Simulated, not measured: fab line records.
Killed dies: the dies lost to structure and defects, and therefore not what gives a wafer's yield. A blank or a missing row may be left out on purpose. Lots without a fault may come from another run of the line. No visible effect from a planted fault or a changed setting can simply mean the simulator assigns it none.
What tool caused it? || flow n5Finfet || 10 lots, 30 wafers sampled, at 5 steps of a route of 1938

WHAT EACH GAUGE READ, for each wafer
N5_WELL_APT_INSPECT_27: inspects for defects (macro).
{"lot": "L467", "measured": "day 1 15:03", "on": "defectInspect-02", "rawDefectCount": "1 3 3"}
{"lot": "L469", "measured": "day 2 03:23", "on": "defectInspect-01", "rawDefectCount": "2 1 1"}
{"lot": "L472", "measured": "day 2 21:44", "on": "defectInspect-02", "rawDefectCount": "1 4 5"}
{"lot": "L473", "measured": "day 3 02:52", "on": "defectInspect-02", "rawDefectCount": "3 0 1"}
{"lot": "L474", "measured": "day 3 09:23", "on": "defectInspect-01", "rawDefectCount": "3 1 1"}
{"lot": "L480", "measured": "day 4 21:07", "on": "defectInspect-01", "rawDefectCount": "2 2 1"}
{"lot": "L481", "measured": "day 5 02:57", "on": "defectInspect-01", "rawDefectCount": "2 4 1"}
{"lot": "L483", "measured": "day 5 16:13", "on": "defectInspect-01", "rawDefectCount": "2 3 2"}
{"lot": "L488", "measured": "day 6 20:45", "on": "defectInspect-01", "rawDefectCount": "1 0 3"}
{"lot": "L489", "measured": "day 7 03:13", "on": "defectInspect-01", "rawDefectCount": "2 3 1"}

N5_WELL_APT_INSPECT_38: inspects for defects (darkfield).
{"lot": "L467", "measured": "day 1 16:49", "on": "defectInspect-02", "rawDefectCount": "26 26 18"}
{"lot": "L469", "measured": "day 2 06:18", "on": "defectInspect-01", "rawDefectCount": "10 12 16"}
{"lot": "L472", "measured": "day 2 23:49", "on": "defectInspect-02", "rawDefectCount": "16 15 7"}
{"lot": "L473", "measured": "day 3 04:32", "on": "defectInspect-01", "rawDefectCount": "11 19 13"}
{"lot": "L474", "measured": "day 3 11:25", "on": "defectInspect-02", "rawDefectCount": "4 12 9"}
{"lot": "L480", "measured": "day 4 23:35", "on": "defectInspect-01", "rawDefectCount": "9 18 12"}
{"lot": "L481", "measured": "day 5 05:23", "on": "defectInspect-01", "rawDefectCount": "10 17 10"}
{"lot": "L483", "measured": "day 5 18:08", "on": "defectInspect-02", "rawDefectCount": "4 12 13"}
{"lot": "L488", "measured": "day 6 22:47", "on": "defectInspect-02", "rawDefectCount": "14 14 22"}
{"lot": "L489", "measured": "day 7 08:07", "on": "defectInspect-01", "rawDefectCount": "8 10 13"}

N5_BEOL_M4_RC_MEAS_101.
{"lot": "L467", "measured": "day 9 17:53", "on": "prober-01", "CJ_P": "5.78 5.40 5.62", "DIBL_N (mV/V)": "36.5 32.5 35.6", "DIBL_P (mV/V)": "36.8 32.0 36.5", "IOFF_N (nA/um)": "0.156 0.103 0.150", "IOFF_P (nA/um)": "0.193 0.136 0.190", "IOFF_P_LONG (nA/um)": "9.6e-05 8.8e-05 9.5e-05", "ION_N (uA/um)": "678 649 675", "ION_P (uA/um)": "461 447 466", "SS_N (mV/dec)": "72.2 70.9 71.2", "SS_P (mV/dec)": "73.0 71.8 74.1", "VT_N (mV)": "253 258 250", "VT_P (mV)": "-252 -258 -254"}
{"lot": "L469", "measured": "day 10 07:59", "on": "prober-02", "CJ_P": "5.68 5.62 5.56", "DIBL_N (mV/V)": "36.1 36.0 37.7", "DIBL_P (mV/V)": "36.4 36.0 37.8", "IOFF_N (nA/um)": "0.148 0.150 0.173", "IOFF_P (nA/um)": "0.197 0.196 0.228", "IOFF_P_LONG (nA/um)": "9.4e-05 9.5e-05 9.3e-05", "ION_N (uA/um)": "663 671 666", "ION_P (uA/um)": "452 462 457", "SS_N (mV/dec)": "71.0 71.1 72.4", "SS_P (mV/dec)": "73.3 73.4 74.0", "VT_N (mV)": "252 253 247", "VT_P (mV)": "-252 -255 -250"}
{"lot": "L472", "measured": "day 11 08:04", "on": "prober-02", "CJ_P": "5.53 5.98 5.62", "DIBL_N (mV/V)": "33.9 31.8 34.2", "DIBL_P (mV/V)": "32.9 31.0 33.7", "IOFF_N (nA/um)": "0.125 0.097 0.125", "IOFF_P (nA/um)": "0.150 0.135 0.157", "IOFF_P_LONG (nA/um)": "9.4e-05 0.000103 9.7e-05", "ION_N (uA/um)": "669 644 662", "ION_P (uA/um)": "448 443 453", "SS_N (mV/dec)": "71.4 69.8 71.0", "SS_P (mV/dec)": "72.4 72.2 72.5", "VT_N (mV)": "255 256 253", "VT_P (mV)": "-255 -257 -254"}
{"lot": "L473", "measured": "day 11 20:26", "on": "prober-02", "CJ_P": "6.07 5.92 5.62", "DIBL_N (mV/V)": "34.8 35.6 34.6", "DIBL_P (mV/V)": "34.4 35.2 33.4", "IOFF_N (nA/um)": "0.118 0.126 0.110", "IOFF_P (nA/um)": "0.165 0.167 0.152", "IOFF_P_LONG (nA/um)": "9.7e-05 9.4e-05 9e-05", "ION_N (uA/um)": "659 649 638", "ION_P (uA/um)": "450 448 445", "SS_N (mV/dec)": "70.4 71.1 70.9", "SS_P (mV/dec)": "72.9 72.2 72.4", "VT_N (mV)": "254 254 257", "VT_P (mV)": "-255 -256 -259"}
{"lot": "L474", "measured": "day 12 05:59", "on": "prober-02", "CJ_P": "5.91 5.59 5.81", "DIBL_N (mV/V)": "34.0 32.6 36.1", "DIBL_P (mV/V)": "35.8 33.2 38.3", "IOFF_N (nA/um)": "0.141 0.123 0.184", "IOFF_P (nA/um)": "0.208 0.172 0.250", "IOFF_P_LONG (nA/um)": "0.000113 0.00011 0.000115", "ION_N (uA/um)": "676 667 680", "ION_P (uA/um)": "468 458 468", "SS_N (mV/dec)": "70.9 70.8 71.3", "SS_P (mV/dec)": "72.7 71.9 73.2", "VT_N (mV)": "250 251 247", "VT_P (mV)": "-249 -251 -243"}
{"lot": "L480", "measured": "day 12 22:57", "on": "prober-01", "CJ_P": "6.83 6.71 6.74", "DIBL_N (mV/V)": "35.4 36.5 36.5", "DIBL_P (mV/V)": "34.0 35.7 34.8", "IOFF_N (nA/um)": "0.146 0.153 0.155", "IOFF_P (nA/um)": "0.174 0.189 0.181", "IOFF_P_LONG (nA/um)": "0.000133 0.000129 0.000131", "ION_N (uA/um)": "670 656 661", "ION_P (uA/um)": "453 446 452", "SS_N (mV/dec)": "71.3 72.2 71.7", "SS_P (mV/dec)": "72.7 72.5 73.4", "VT_N (mV)": "251 251 251", "VT_P (mV)": "-253 -253 -252"}
{"lot": "L481", "measured": "day 14 05:40", "on": "prober-01", "CJ_P": "6.92 6.63 7.01", "DIBL_N (mV/V)": "38.3 36.9 37.8", "DIBL_P (mV/V)": "35.2 34.6 34.8", "IOFF_N (nA/um)": "0.186 0.161 0.171", "IOFF_P (nA/um)": "0.209 0.202 0.196", "IOFF_P_LONG (nA/um)": "0.000131 0.000123 0.00014", "ION_N (uA/um)": "669 677 688", "ION_P (uA/um)": "455 466 463", "SS_N (mV/dec)": "72.2 71.9 72.1", "SS_P (mV/dec)": "73.8 73.9 73.1", "VT_N (mV)": "247 249 248", "VT_P (mV)": "-252 -251 -251"}
{"lot": "L483", "measured": "day 14 01:35", "on": "prober-01", "CJ_P": "5.82 5.86 5.96", "DIBL_N (mV/V)": "34.5 34.4 36.1", "DIBL_P (mV/V)": "34.0 32.9 35.3", "IOFF_N (nA/um)": "0.121 0.116 0.143", "IOFF_P (nA/um)": "0.179 0.167 0.204", "IOFF_P_LONG (nA/um)": "0.000103 0.000105 0.000106", "ION_N (uA/um)": "650 656 668", "ION_P (uA/um)": "454 451 455", "SS_N (mV/dec)": "71.1 70.8 71.9", "SS_P (mV/dec)": "73.7 72.8 72.8", "VT_N (mV)": "254 255 253", "VT_P (mV)": "-250 -255 -251"}
{"lot": "L488", "measured": "day 15 08:19", "on": "prober-01", "CJ_P": "5.71 5.81 5.44", "DIBL_N (mV/V)": "34.3 36.6 34.5", "DIBL_P (mV/V)": "34.8 37.6 35.9", "IOFF_N (nA/um)": "0.117 0.153 0.129", "IOFF_P (nA/um)": "0.170 0.217 0.184", "IOFF_P_LONG (nA/um)": "0.000102 0.000103 9.7e-05", "ION_N (uA/um)": "668 666 674", "ION_P (uA/um)": "463 458 463", "SS_N (mV/dec)": "70.9 71.9 71.3", "SS_P (mV/dec)": "73.4 73.2 73.1", "VT_N (mV)": "255 253 252", "VT_P (mV)": "-253 -251 -253"}
{"lot": "L489", "measured": "day 15 11:44", "on": "prober-02", "CJ_P": "5.82 5.79 5.63", "DIBL_N (mV/V)": "37.6 36.5 36.8", "DIBL_P (mV/V)": "35.2 35.3 36.0", "IOFF_N (nA/um)": "0.177 0.159 0.167", "IOFF_P (nA/um)": "0.217 0.212 0.225", "IOFF_P_LONG (nA/um)": "0.000104 0.000103 0.0001", "ION_N (uA/um)": "680 669 679", "ION_P (uA/um)": "463 461 464", "SS_N (mV/dec)": "71.3 70.4 71.2", "SS_P (mV/dec)": "73.9 72.7 73.7", "VT_N (mV)": "248 250 250", "VT_P (mV)": "-248 -250 -252"}

WHICH TOOL RAN EACH LOT (tool, then ch and the chambers of the sampled wafers, then the start)
{"lot": "L467", "N5_WELL_APT_IMPLANT_15": "implanter-02 ch 0, day 1 14:14", "N5_WELL_APT_DESCUM_30": "rieDiel-01 ch 0,1,3, day 1 15:10"}
{"lot": "L469", "N5_WELL_APT_IMPLANT_15": "implanter-02 ch 0, day 2 02:26", "N5_WELL_APT_DESCUM_30": "rieDiel-03 ch 1,2,3, day 2 03:47"}
{"lot": "L472", "N5_WELL_APT_IMPLANT_15": "implanter-01 ch 0, day 2 20:47", "N5_WELL_APT_DESCUM_30": "rieDiel-03 ch 0,3, day 2 21:58"}
{"lot": "L473", "N5_WELL_APT_IMPLANT_15": "implanter-02 ch 0, day 3 02:03", "N5_WELL_APT_DESCUM_30": "rieDiel-01 ch 1,2, day 3 02:54"}
{"lot": "L474", "N5_WELL_APT_IMPLANT_15": "implanter-02 ch 0, day 3 08:27", "N5_WELL_APT_DESCUM_30": "rieDiel-04 ch 0,1,3, day 3 09:25"}
{"lot": "L480", "N5_WELL_APT_IMPLANT_15": "implanter-02 ch 0, day 4 20:17", "N5_WELL_APT_DESCUM_30": "rieDiel-03 ch 0,3, day 4 21:08"}
{"lot": "L481", "N5_WELL_APT_IMPLANT_15": "implanter-02 ch 0, day 5 02:07", "N5_WELL_APT_DESCUM_30": "rieDiel-01 ch 0,2,3, day 5 02:59"}
{"lot": "L483", "N5_WELL_APT_IMPLANT_15": "implanter-01 ch 0, day 5 15:26", "N5_WELL_APT_DESCUM_30": "rieDiel-03 ch 0,1,2, day 5 16:16"}
{"lot": "L488", "N5_WELL_APT_IMPLANT_15": "implanter-01 ch 0, day 6 19:58", "N5_WELL_APT_DESCUM_30": "rieDiel-04 ch 0,1,3, day 6 20:55"}
{"lot": "L489", "N5_WELL_APT_IMPLANT_15": "implanter-01 ch 0, day 7 02:25", "N5_WELL_APT_DESCUM_30": "rieDiel-03 ch 1,2, day 7 03:28"}
- N5_WELL_APT_IMPLANT_15
- N5_WELL_APT_DESCUM_30: chemistry O2, time 7.9 s.

AS READ BY THE TOOLS THEMSELVES (means over the sampled wafers that have a number; for cases with no such wafer, the mark the record gives instead)
N5_WELL_APT_IMPLANT_15.
{"lot": "L467", "tool": "implanter-02", "doseIonsCm2": 1.5e+13, "faradayCurrentUA": 187}
{"lot": "L469", "tool": "implanter-02", "doseIonsCm2": 1.5e+13, "faradayCurrentUA": 193}
{"lot": "L472", "tool": "implanter-01", "doseIonsCm2": 1.5e+13, "faradayCurrentUA": 190}
{"lot": "L473", "tool": "implanter-02", "doseIonsCm2": 1.5e+13, "faradayCurrentUA": 192}
{"lot": "L474", "tool": "implanter-02", "doseIonsCm2": 1.5e+13, "faradayCurrentUA": 189}
{"lot": "L480", "tool": "implanter-02", "doseIonsCm2": 2.2e+13, "faradayCurrentUA": 279}
{"lot": "L481", "tool": "implanter-02", "doseIonsCm2": 2.2e+13, "faradayCurrentUA": 283}
{"lot": "L483", "tool": "implanter-01", "doseIonsCm2": 1.5e+13, "faradayCurrentUA": 189}
{"lot": "L488", "tool": "implanter-01", "doseIonsCm2": 1.5e+13, "faradayCurrentUA": 188}
{"lot": "L489", "tool": "implanter-01", "doseIonsCm2": 1.5e+13, "faradayCurrentUA": 190}

N5_WELL_APT_DESCUM_30.
{"lot": "L467", "tool": "rieDiel-01", "drypumpMotorCurrentA (A)": 6.0, "oesProductAu (a.u.)": 0.72, "rfFwdPowerW (W)": 49.62, "rfVppV (V)": 244.2, "showerheadPlenumPTorr (Torr)": 2.10, "throttleValvePct (%)": 20.58}
{"lot": "L469", "tool": "rieDiel-03", "drypumpMotorCurrentA (A)": 5.7, "oesProductAu (a.u.)": 0.77, "rfFwdPowerW (W)": 49.66, "rfVppV (V)": 243.4, "showerheadPlenumPTorr (Torr)": 2.13, "throttleValvePct (%)": 20.28}
{"lot": "L472", "tool": "rieDiel-03", "drypumpMotorCurrentA (A)": 6.2, "oesProductAu (a.u.)": 0.74, "rfFwdPowerW (W)": 49.41, "rfVppV (V)": 243.1, "showerheadPlenumPTorr (Torr)": 2.12, "throttleValvePct (%)": 20.44}
{"lot": "L473", "tool": "rieDiel-01", "drypumpMotorCurrentA (A)": 6.3, "oesProductAu (a.u.)": 0.77, "rfFwdPowerW (W)": 49.47, "rfVppV (V)": 243.1, "showerheadPlenumPTorr (Torr)": 2.05, "throttleValvePct (%)": 20.85}
{"lot": "L474", "tool": "rieDiel-04", "drypumpMotorCurrentA (A)": 5.9, "oesProductAu (a.u.)": 0.74, "rfFwdPowerW (W)": 49.66, "rfVppV (V)": 243.2, "showerheadPlenumPTorr (Torr)": 2.09, "throttleValvePct (%)": 20.51}
{"lot": "L480", "tool": "rieDiel-03", "drypumpMotorCurrentA (A)": 6.0, "oesProductAu (a.u.)": 0.71, "rfFwdPowerW (W)": 49.57, "rfVppV (V)": 241.8, "showerheadPlenumPTorr (Torr)": 2.06, "throttleValvePct (%)": 20.46}
{"lot": "L481", "tool": "rieDiel-01", "drypumpMotorCurrentA (A)": 6.3, "oesProductAu (a.u.)": 0.84, "rfFwdPowerW (W)": 49.77, "rfVppV (V)": 242.6, "showerheadPlenumPTorr (Torr)": 2.08, "throttleValvePct (%)": 20.51}
{"lot": "L483", "tool": "rieDiel-03", "drypumpMotorCurrentA (A)": 5.4, "oesProductAu (a.u.)": 0.73, "rfFwdPowerW (W)": 49.53, "rfVppV (V)": 242.7, "showerheadPlenumPTorr (Torr)": 2.06, "throttleValvePct (%)": 20.32}
{"lot": "L488", "tool": "rieDiel-04", "drypumpMotorCurrentA (A)": 5.9, "oesProductAu (a.u.)": 0.71, "rfFwdPowerW (W)": 49.74, "rfVppV (V)": 243.3, "showerheadPlenumPTorr (Torr)": 2.08, "throttleValvePct (%)": 20.55}
{"lot": "L489", "tool": "rieDiel-03", "drypumpMotorCurrentA (A)": 5.3, "oesProductAu (a.u.)": 0.75, "rfFwdPowerW (W)": 49.79, "rfVppV (V)": 243.1, "showerheadPlenumPTorr (Torr)": 2.07, "throttleValvePct (%)": 20.21}

THE ANSWER, worked out from the rows above alone
Rule: the lots themselves supply what counts as usual. Put in order of their means at a reading, lots are off if they are a third of the lots or fewer, leave a main group of 4 or more, and stand apart from it by a gap of 3 or more times the standard deviation of the main group's means; of several such gaps the widest counts. If all means in a main group match to the digits the tables above print for the reading, that group is not used. A lot without any number at a reading at which 4 lots or more have one is off too. All remaining lots with rows at the step are treated as sound. After the gauges, taken in route order, come the tools' own readings; for these a lot's mean is taken, as printed above. At the first step where some lot is off, the reading lying furthest off is the one used; lots without a number count as furthest.
Off: L480, L481, at N5_BEOL_M4_RC_MEAS_101 (CJ_P). Mean 5.73 and standard deviation 0.1 in the main group.
A tool fits if, at a process step before that reading, it ran every lot that is off, and no sound lot after the first of them. The gauges at N5_BEOL_M4_RC_MEAS_101 aren't tried: what is off there is off at N5_WELL_APT_IMPLANT_15 too, on other tools, and a gauge's error can't cause that. One candidate fits, namely implanter-02 at N5_WELL_APT_IMPLANT_15. A fault onset in the window from L474 (day 3 08:27, its last sound lot) to L480 (day 4 20:17, its first lot off) fits.
The tool's own readings at N5_WELL_APT_IMPLANT_15 bear it out: on the lots that are off they differ by more than 5 times the standard deviation of the sound lots' means. doseIonsCm2 reads 2.2e+13 there against 1.5e+13 on the sound lots; faradayCurrentUA reads 281 there against 190 on the sound lots.

WHAT WAS PUT IN BY THE SIMULATOR
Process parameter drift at N5_WELL_APT_IMPLANT_15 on implanter-02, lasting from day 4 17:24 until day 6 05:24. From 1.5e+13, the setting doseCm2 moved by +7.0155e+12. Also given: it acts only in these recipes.
Lots struck among those shown: L480, L481. The rule above found the same.
